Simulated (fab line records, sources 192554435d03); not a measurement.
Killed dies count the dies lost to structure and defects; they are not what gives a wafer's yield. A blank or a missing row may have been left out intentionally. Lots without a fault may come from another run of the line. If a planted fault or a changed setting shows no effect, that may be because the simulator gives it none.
Split-lot study | flow n5_finfet | 21 wafers read from 7 lots, route of 1938 steps

## THE SPLIT ITSELF
At N5_BEOL_M13_SPUTTER_44 (material Ta, target thk 10 nm, time 16.13 s), the setting power_w was moved away from the recipe's 15000 W on 7 of the 21 wafers read, by -15.9% to +16.4%. For the rest of the wafers, this setting stayed at what the recipe calls for.

The split's own step is where the reading is taken.

## THE READING
Ta_of_BEOL_M13_SPUTTER_44.thk_nm (the simulator's own value, which no gauge read), in nm, at N5_BEOL_M13_SPUTTER_44 (material Ta, target thk 10 nm, time 16.13 s). There is no usual value for it anywhere in the file. Here, 14 wafers ran the recipe; their average is 9.9 nm with a standard deviation of 0.13 nm.

wafer  | tool, chamber at the split | power_w as run, W | against the recipe | Ta_of_BEOL_M13_SPUTTER_44.thk_nm, nm | against lot-mates on the recipe
L074.1 | pvd_sputter-03, -          | 15000             | recipe             | 10                                   | -
L074.3 | pvd_sputter-03, -          | 12610             | -15.9%             | 8.4                                  | -1.7
L074.6 | pvd_sputter-03, -          | 15000             | recipe             | 10.2                                 | -
L075.1 | pvd_sputter-01, -          | 15000             | recipe             | 9.8                                  | -
L075.2 | pvd_sputter-01, -          | 15000             | recipe             | 9.8                                  | -
L075.5 | pvd_sputter-01, -          | 15000             | recipe             | 9.8                                  | -
L077.1 | pvd_sputter-03, -          | 16980             | +13.2%             | 11.2                                 | +1.4
L077.3 | pvd_sputter-03, -          | 16980             | +13.2%             | 11.2                                 | +1.4
L077.6 | pvd_sputter-03, -          | 15000             | recipe             | 9.8                                  | -
L083.2 | pvd_sputter-03, -          | 15000             | recipe             | 10                                   | -
L083.5 | pvd_sputter-03, -          | 15000             | recipe             | 10                                   | -
L083.6 | pvd_sputter-03, -          | 17460             | +16.4%             | 11.6                                 | +1.6
L088.1 | pvd_sputter-01, -          | 17360             | +15.7%             | 11.8                                 | +1.9
L088.4 | pvd_sputter-01, -          | 15000             | recipe             | 9.8                                  | -
L088.5 | pvd_sputter-01, -          | 15000             | recipe             | 10                                   | -
L090.3 | pvd_sputter-01, -          | 15000             | recipe             | 10                                   | -
L090.5 | pvd_sputter-01, -          | 16930             | +12.9%             | 11.2                                 | +1.2
L090.6 | pvd_sputter-01, -          | 16930             | +12.9%             | 11.2                                 | +1.2
L093.1 | pvd_sputter-03, -          | 15000             | recipe             | 9.8                                  | -
L093.4 | pvd_sputter-03, -          | 15000             | recipe             | 9.8                                  | -
L093.5 | pvd_sputter-03, -          | 15000             | recipe             | 9.8                                  | -

FIT RESULTS
A straight line over all 21 wafers: Ta_of_BEOL_M13_SPUTTER_44.thk_nm changes by +0.102 nm for each +1% of power_w; r = +0.99; the points scatter about the line by 0.13 nm.
The same after taking each lot's own level away (the mean of its wafers on the recipe; 21 wafers): +0.104 nm for each +1%; r = +0.99; scatter 0.092 nm.
Per that fit: largest power_w move, reading shift of 1.7 nm.
Across the lots, their own levels run from 9.80 to 10.10 nm, a range of 2.4 times the standard deviation given above.
So the lot-to-lot level changes the slope little: the two slopes agree.
Check: for one of the wafers moved furthest among these (+16.4%), held out of the fit, the line's prediction against its lot-mates is +1.73 nm. Against them it came out at +1.6 nm.

## OTHER SPLITS APPLIED TO THESE WAFERS
Other splits were also applied to these wafers ahead of the reading. Each is held against what the fit with the lots' levels taken away leaves over:
other split on the same wafers | wafers away from the commonest value | r with Ta_of_BEOL_M13_SPUTTER_44.thk_nm (lot level and that fit taken away)
N5_BEOL_M8_ETCH_62 time_s      | 9                                    | -0.04
N5_BEOL_M11_ILD_DEP_00 time_s  | 6                                    | -0.09
N5_BEOL_M11_ALD_74 ald_cycles  | 5                                    | +0.17
N5_BEOL_M13_EXPOSE_07 dose_mj  | 9                                    | +0.07
N5_BEOL_M13_ETCH_59 time_s     | 5                                    | +0.18

## THE FILE'S OWN FIT
Ta_of_BEOL_M13_SPUTTER_44.thk_nm changes by +0.106 nm for each +1% of power_w, r = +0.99.
